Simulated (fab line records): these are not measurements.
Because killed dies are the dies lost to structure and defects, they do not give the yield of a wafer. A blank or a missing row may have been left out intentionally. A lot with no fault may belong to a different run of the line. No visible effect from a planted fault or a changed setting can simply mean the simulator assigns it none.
Chamber matching :: flow n5Finfet :: 3 sister chambers for N5_MOL_CONTACT_COAG_ETCH_59 on rieDiel-01
The step etches underlayer in N2/H2, target depth 13 nm, time 10.4 s. 6 wafers are shown with their chamber, then 7 later ones without.

WAFERS, EACH WITH ITS CHAMBER
wafer: L081.6
chamber: 2
drypumpMotorCurrentA (A): 5.7
throttleValvePct (%): 18.21

wafer: L082.3
chamber: 3
drypumpMotorCurrentA (A): 4.8
throttleValvePct (%): 18.08

wafer: L082.5
chamber: 2
drypumpMotorCurrentA (A): 5.7
throttleValvePct (%): 18.23

wafer: L083.2
chamber: 0
drypumpMotorCurrentA (A): 6.5
throttleValvePct (%): 17.39

wafer: L083.5
chamber: 0
drypumpMotorCurrentA (A): 6.6
throttleValvePct (%): 17.40

wafer: L083.6
chamber: 3
drypumpMotorCurrentA (A): 4.8
throttleValvePct (%): 18.10

WAFERS WITH NO CHAMBER GIVEN
wafer: L088.2
drypumpMotorCurrentA (A): 4.8
throttleValvePct (%): 18.11

wafer: L088.4
drypumpMotorCurrentA (A): 6.5
throttleValvePct (%): 17.43

wafer: L088.6
drypumpMotorCurrentA (A): 5.7
throttleValvePct (%): 17.75

wafer: L089.3
drypumpMotorCurrentA (A): 6.5
throttleValvePct (%): 17.42

wafer: L090.1
drypumpMotorCurrentA (A): 6.5
throttleValvePct (%): 17.43

wafer: L090.2
drypumpMotorCurrentA (A): 5.7
throttleValvePct (%): 17.77

wafer: L090.6
drypumpMotorCurrentA (A): 4.8
throttleValvePct (%): 18.13

EACH ONE'S CHAMBER
wafer: L088.2
from the rows above: 3
in truth: 3

wafer: L088.4
from the rows above: 0
in truth: 0

wafer: L088.6
from the rows above: can't be placed: 3 or 0
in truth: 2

wafer: L089.3
from the rows above: 0
in truth: 0

wafer: L090.1
from the rows above: 0
in truth: 0

wafer: L090.2
from the rows above: 3
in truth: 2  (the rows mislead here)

wafer: L090.6
from the rows above: 3
in truth: 3
Placed correctly: 5 of 7. Cannot be placed on the basis of these rows: 1; the candidates contain the true chamber in 0. Number placed wrongly: 1.
How it was worked out, from the rows above alone: a wafer's distance from a chamber is the root of the sum, over the readings, of the square of ((its reading less the chamber's mean) divided by the reading's scatter). The wafer belongs to the nearest chamber; if the next one is less than 2 further off, it can't be placed. A chamber's mean is the mean of its shown wafers. The scatter: the root of (the sum of the squares of (reading less its chamber's mean) over the shown wafers, divided by (wafers less chambers)).
